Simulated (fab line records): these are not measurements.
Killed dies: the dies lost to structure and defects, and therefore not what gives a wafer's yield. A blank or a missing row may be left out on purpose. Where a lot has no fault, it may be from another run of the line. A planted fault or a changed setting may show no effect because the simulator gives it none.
Lot-split experiment :: flow n5 finfet :: 7 lots, 39 wafers read, on a route of 1938 steps

ABOUT THE SPLIT
At N5_GATE_CUT_HM_DEP_46 (deposits SiO2 from TEOS/O2, target thk 130 nm, time 26.6 s), the setting time s was moved away from the recipe's 26.6 s on 9 of the 39 wafers read, by +19.1% to +44.5%. All remaining wafers had this setting at the recipe value.

FROM THE SPLIT TO THE READING: what the file shows between them, 9 steps
- N5_GATE_CUT_COAT_34: time 60 s, resist thk 60 nm
- N5_GATE_CUT_COAT_35: time 60 s, resist thk 10 nm
- N5_GATE_CUT_STRIP_38: strips in N2/H2
- N5_GATE_CUT_STRIP_39: strips in N2/H2
- N5_GATE_CUT_HM_OPEN_40: chemistry C4F6/O2, target SiO2, target depth 139 nm, time 85.1 s
- N5_GATE_CUT_STRIP_41: strips in CF4
- N5_GATE_CUT_STRIP_42: strips in O2
- N5_GATE_CUT_ALD_22: deposits SiNx, target thk 16 nm, pulse time 1 s, ald cycles 320
- N5_GATE_CUT_CMP_23: polishes, stops on SiO2, t overpolish 23.4 s, target thk 16 nm

THE READING
GC_FILL_THK at N5_GATE_CUT_THK_MEAS_24, in nm. Fault-free wafers of this fab line usually give 220.2 nm, standard deviation 2 nm.

wafer: L078.1
tool, chamber at the split: pecvd-01, 1
time s as run, s: 38.44
against the recipe: +44.5%
GC_FILL_THK, nm: 275.1
against lot-mates on the recipe: +54.4

wafer: L078.2
tool, chamber at the split: pecvd-01, 0,2
time s as run, s: 26.6
against the recipe: recipe
GC_FILL_THK, nm: 221.6
against lot-mates on the recipe: -

wafer: L078.3
tool, chamber at the split: pecvd-01, 2
time s as run, s: 26.6
against the recipe: recipe
GC_FILL_THK, nm: 219.1
against lot-mates on the recipe: -

wafer: L078.4
tool, chamber at the split: pecvd-01, 1
time s as run, s: 38.44
against the recipe: +44.5%
GC_FILL_THK, nm: 279.2
against lot-mates on the recipe: +58.5

wafer: L078.5
tool, chamber at the split: pecvd-01, 0,2
time s as run, s: 26.6
against the recipe: recipe
GC_FILL_THK, nm: 221.4
against lot-mates on the recipe: -

wafer: L078.6
tool, chamber at the split: pecvd-01, 0
time s as run, s: 38.44
against the recipe: +44.5%
GC_FILL_THK, nm: 279.4
against lot-mates on the recipe: +58.7

wafer: L081.1
tool, chamber at the split: pecvd-04, 0
time s as run, s: 26.6
against the recipe: recipe
GC_FILL_THK, nm: 221.6
against lot-mates on the recipe: -

wafer: L081.2
tool, chamber at the split: pecvd-04, 2
time s as run, s: 26.6
against the recipe: recipe
GC_FILL_THK, nm: 220.3
against lot-mates on the recipe: -

wafer: L081.3
tool, chamber at the split: pecvd-04, 1
time s as run, s: 26.6
against the recipe: recipe
GC_FILL_THK, nm: 218.5
against lot-mates on the recipe: -

wafer: L081.4
tool, chamber at the split: pecvd-04, 2
time s as run, s: 26.6
against the recipe: recipe
GC_FILL_THK, nm: 224.4
against lot-mates on the recipe: -

wafer: L081.5
tool, chamber at the split: pecvd-04, 0
time s as run, s: 26.6
against the recipe: recipe
GC_FILL_THK, nm: 221.8
against lot-mates on the recipe: -

wafer: L081.6
tool, chamber at the split: pecvd-04, 1
time s as run, s: 26.6
against the recipe: recipe
GC_FILL_THK, nm: 222.4
against lot-mates on the recipe: -

wafer: L082.1
tool, chamber at the split: pecvd-01, 2
time s as run, s: 26.6
against the recipe: recipe
GC_FILL_THK, nm: 219.5
against lot-mates on the recipe: -

wafer: L082.2
tool, chamber at the split: pecvd-01, 1
time s as run, s: 26.6
against the recipe: recipe
GC_FILL_THK, nm: 220.0
against lot-mates on the recipe: -

wafer: L082.3
tool, chamber at the split: pecvd-01, 0
time s as run, s: 26.6
against the recipe: recipe
GC_FILL_THK, nm: 221.6
against lot-mates on the recipe: -

wafer: L082.4
tool, chamber at the split: pecvd-01, 2
time s as run, s: 26.6
against the recipe: recipe
GC_FILL_THK, nm: 221.6
against lot-mates on the recipe: -

wafer: L082.5
tool, chamber at the split: pecvd-01, 0
time s as run, s: 26.6
against the recipe: recipe
GC_FILL_THK, nm: 223.0
against lot-mates on the recipe: -

wafer: L082.6
tool, chamber at the split: pecvd-01, 1
time s as run, s: 26.6
against the recipe: recipe
GC_FILL_THK, nm: 223.3
against lot-mates on the recipe: -

wafer: L083.1
tool, chamber at the split: pecvd-02, 2
time s as run, s: 31.67
against the recipe: +19.1%
GC_FILL_THK, nm: 239.6
against lot-mates on the recipe: +22.2

wafer: L083.2
tool, chamber at the split: pecvd-02, 1
time s as run, s: 26.6
against the recipe: recipe
GC_FILL_THK, nm: 217.9
against lot-mates on the recipe: -

wafer: L083.3
tool, chamber at the split: pecvd-02, 0
time s as run, s: 26.6
against the recipe: recipe
GC_FILL_THK, nm: 217.0
against lot-mates on the recipe: -

wafer: L083.4
tool, chamber at the split: pecvd-02, 2
time s as run, s: 31.67
against the recipe: +19.1%
GC_FILL_THK, nm: 242.7
against lot-mates on the recipe: +25.3

wafer: L083.5
tool, chamber at the split: pecvd-02, 0
time s as run, s: 26.6
against the recipe: recipe
GC_FILL_THK, nm: 217.4
against lot-mates on the recipe: -

wafer: L083.6
tool, chamber at the split: pecvd-02, 1
time s as run, s: 31.67
against the recipe: +19.1%
GC_FILL_THK, nm: 240.9
against lot-mates on the recipe: +23.5

wafer: L087.1
tool, chamber at the split: pecvd-04, 1
time s as run, s: 26.6
against the recipe: recipe
GC_FILL_THK, nm: 220.0
against lot-mates on the recipe: -

wafer: L087.2
tool, chamber at the split: pecvd-04, 2
time s as run, s: 26.6
against the recipe: recipe
GC_FILL_THK, nm: 219.0
against lot-mates on the recipe: -

wafer: L087.5
tool, chamber at the split: pecvd-04, 2
time s as run, s: 26.6
against the recipe: recipe
GC_FILL_THK, nm: 220.8
against lot-mates on the recipe: -

wafer: L090.1
tool, chamber at the split: pecvd-02, 0
time s as run, s: 26.6
against the recipe: recipe
GC_FILL_THK, nm: 220.4
against lot-mates on the recipe: -

wafer: L090.2
tool, chamber at the split: pecvd-02, 1
time s as run, s: 36.56
against the recipe: +37.4%
GC_FILL_THK, nm: 266.0
against lot-mates on the recipe: +44.4

wafer: L090.3
tool, chamber at the split: pecvd-02, 2
time s as run, s: 36.56
against the recipe: +37.4%
GC_FILL_THK, nm: 267.4
against lot-mates on the recipe: +45.8

wafer: L090.4
tool, chamber at the split: pecvd-02, 1
time s as run, s: 26.6
against the recipe: recipe
GC_FILL_THK, nm: 221.6
against lot-mates on the recipe: -

wafer: L090.5
tool, chamber at the split: pecvd-02, 0
time s as run, s: 36.56
against the recipe: +37.4%
GC_FILL_THK, nm: 269.4
against lot-mates on the recipe: +47.8

wafer: L090.6
tool, chamber at the split: pecvd-02, 2
time s as run, s: 26.6
against the recipe: recipe
GC_FILL_THK, nm: 222.8
against lot-mates on the recipe: -

wafer: L093.1
tool, chamber at the split: pecvd-04, 1,0
time s as run, s: 26.6
against the recipe: recipe
GC_FILL_THK, nm: 218.9
against lot-mates on the recipe: -

wafer: L093.2
tool, chamber at the split: pecvd-04, 2
time s as run, s: 26.6
against the recipe: recipe
GC_FILL_THK, nm: 219.2
against lot-mates on the recipe: -

wafer: L093.3
tool, chamber at the split: pecvd-04, 1,0
time s as run, s: 26.6
against the recipe: recipe
GC_FILL_THK, nm: 220.5
against lot-mates on the recipe: -

wafer: L093.4
tool, chamber at the split: pecvd-04, 1
time s as run, s: 26.6
against the recipe: recipe
GC_FILL_THK, nm: 220.9
against lot-mates on the recipe: -

wafer: L093.5
tool, chamber at the split: pecvd-04, 0
time s as run, s: 26.6
against the recipe: recipe
GC_FILL_THK, nm: 219.6
against lot-mates on the recipe: -

wafer: L093.6
tool, chamber at the split: pecvd-04, 2
time s as run, s: 26.6
against the recipe: recipe
GC_FILL_THK, nm: 221.3
against lot-mates on the recipe: -
Rows listing several chambers each stand for several wafers; the file does not say which wafer went through which chamber.

FIT RESULTS
A straight line over all 39 wafers: GC_FILL_THK changes by +1.26 nm for each +1% of time s; r = +0.99; the points scatter about the line by 2 nm.
The same after taking each lot's own level away (the mean of its wafers on the recipe; 39 wafers): +1.26 nm for each +1%; r = +1.00; scatter 1.4 nm.
That fit puts the effect of the largest move of time s on the reading at 56 nm.
Measured against the standard deviation above, the lots' own levels, which go from 217.43 to 221.60 nm, span 2.1 times it.
Consequently the slope shifts little with the lot-to-lot level, the two slopes agreeing.
Check: +56.4 nm against its lot-mates is what the line predicts for one of the wafers moved furthest among these (+44.5%) when that wafer is left out of the fit. Against them it came out at +54.4 nm.

THESE WAFERS: OTHER SPLITS
Other splits were also applied to these wafers ahead of the reading. Each is held against what the fit with the lots' levels taken away leaves over:
other split on the same wafers: N5_FIN_SAQP_HM_DEP_03 target thk a
wafers away from the commonest value: 15
r with GC_FILL_THK (lot level and that fit taken away): -0.25

other split on the same wafers: N5_HKMG_FIN_DEVELOP_48 develop time s
wafers away from the commonest value: 15
r with GC_FILL_THK (lot level and that fit taken away): -0.08

THE WHOLE CHAIN: every reading that the file lists as answering this split, in the file's order
step: N5_GATE_CUT_HM_DEP_46
what it does: deposits SiO2 from TEOS/O2, target thk 130 nm, time 26.6 s
reading: SiO2_of_GATE_CUT_HM_DEP_46.thk nm (the simulator's own value, which no gauge read)
change (the file's fit): +1.25 nm for each +1% of the setting
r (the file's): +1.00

step: N5_GATE_CUT_HM_OPEN_40
what it does: chemistry C4F6/O2, target SiO2, target depth 139 nm, time 85.1 s
reading: etch rf on time s
change (the file's fit): withheld for each +1% of the setting
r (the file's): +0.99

step: N5_GATE_CUT_HM_OPEN_40
what it does: chemistry C4F6/O2, target SiO2, target depth 139 nm, time 85.1 s
reading: etch.depth nm (the simulator's own value, which no gauge read)
change (the file's fit): +1.25 nm for each +1% of the setting
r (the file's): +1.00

step: N5_GATE_CUT_HM_OPEN_40
what it does: chemistry C4F6/O2, target SiO2, target depth 139 nm, time 85.1 s
reading: SOC_of_GATE_CUT_COAT_34.thk nm (the simulator's own value, which no gauge read)
change (the file's fit): -0.261 nm for each +1% of the setting
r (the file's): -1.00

step: N5_GATE_CUT_THK_MEAS_24
what it does: 
reading: GC_FILL_THK
change (the file's fit): +1.26 for each +1% of the setting
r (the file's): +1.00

step: N5_GATE_CUT_CMP_43
what it does: polishes SiO2
reading: SiO2_of_GATE_CUT_HM_DEP_46.thk nm (the simulator's own value, which no gauge read)
change (the file's fit): +0.0599 nm for each +1% of the setting
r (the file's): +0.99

THE FILE'S OWN FIT
GC_FILL_THK changes by +1.26 nm for each +1% of time s, r = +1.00.
